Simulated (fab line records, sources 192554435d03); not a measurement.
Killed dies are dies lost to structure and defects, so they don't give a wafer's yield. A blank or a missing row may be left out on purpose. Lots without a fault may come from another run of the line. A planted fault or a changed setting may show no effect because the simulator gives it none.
Chamber matching | flow n5_finfet | N5_BEOL_M6_ALD_77 on ald_metal-01: 4 sister chambers
The step deposits TaN, target thk 2 nm, pulse time 2 s, purge time 3 s. 20 wafers are shown with their chamber, then 10 later ones without.

WAFERS WITH THEIR CHAMBER
wafer  | chamber | heater_power_w (W) | susceptor_temp_C (C) | mfc_carrier_sccm (sccm)
L074.1 | 3       | 405                | 274.95               | 1491
L074.3 | 1       | 393                | 274.97               | 1497
L074.6 | 0       | 420                | 275.07               | 1509
L076.1 | 3       | 397                | 274.95               | 1498
L076.4 | 1       | 388                | 274.89               | 1499
L076.5 | 3       | 393                | 275.07               | 1501
L075.2 | 2       | 340                | 275.55               | 1502
L075.4 | 1       | 385                | 274.98               | 1497
L075.6 | 3       | 407                | 275.10               | 1506
L078.1 | 2       | 346                | 274.98               | 1499
L078.3 | 1       | 383                | 274.96               | 1488
L078.4 | 3       | 400                | 275.08               | 1495
L081.1 | 3       | 398                | 274.76               | 1502
L081.3 | 0       | 428                | 275.17               | 1494
L081.4 | 1       | 395                | 275.01               | 1497
L087.1 | 1       | 389                | 275.22               | 1497
L087.2 | 3       | 403                | 275.25               | 1494
L087.5 | 3       | 394                | 275.02               | 1495
L090.3 | 3       | 408                | 274.94               | 1510
L090.4 | 2       | 342                | 275.15               | 1511

SIGNATURES (means of the wafers above)
reading          | chamber 0 | chamber 1 | chamber 2 | chamber 3 | scatter within a chamber
heater_power_w   | 424.00    | 388.83    | 342.67    | 400.56    | 4.99
susceptor_temp_C | 275.1200  | 275.0050  | 275.2267  | 275.0133  | 0.156
mfc_carrier_sccm | 1501.50   | 1495.83   | 1504.00   | 1499.11   | 5.98
Rule: a wafer's distance from a chamber is the root of the sum, over the readings, of the square of ((its reading less the chamber's mean) divided by the reading's scatter). The wafer belongs to the nearest chamber; if the next one is less than 2 further off, it can't be placed. The scatter: the root of (the sum of the squares of (reading less its chamber's mean) over the shown wafers, divided by (wafers less chambers)).

WAFERS WITHOUT THEIR CHAMBER
wafer  | heater_power_w (W) | susceptor_temp_C (C) | mfc_carrier_sccm (sccm)
L090.5 | 397                | 274.93               | 1502
L088.1 | 423                | 275.13               | 1502
L088.3 | 404                | 275.16               | 1503
L088.6 | 349                | 275.05               | 1498
L094.1 | 391                | 275.14               | 1507
L094.2 | 347                | 274.86               | 1493
L094.5 | 346                | 275.12               | 1501
L096.2 | 382                | 274.93               | 1501
L096.4 | 402                | 274.76               | 1502
L096.5 | 392                | 275.00               | 1498

WHICH CHAMBER EACH WENT THROUGH
wafer  | from the rows above     | in truth
L090.5 | can't be placed: 3 or 1 | 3
L088.1 | 0                       | 0
L088.3 | 3                       | 3
L088.6 | 2                       | 2
L094.1 | can't be placed: 1 or 3 | 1
L094.2 | 2                       | 2
L094.5 | 2                       | 2
L096.2 | 1                       | 1
L096.4 | can't be placed: 3 or 1 | 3
L096.5 | can't be placed: 1 or 3 | 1
Placed correctly: 6 of 10. Can't be placed from these rows: 4 (the true chamber is among the candidates in 4). Placed wrongly: 0.
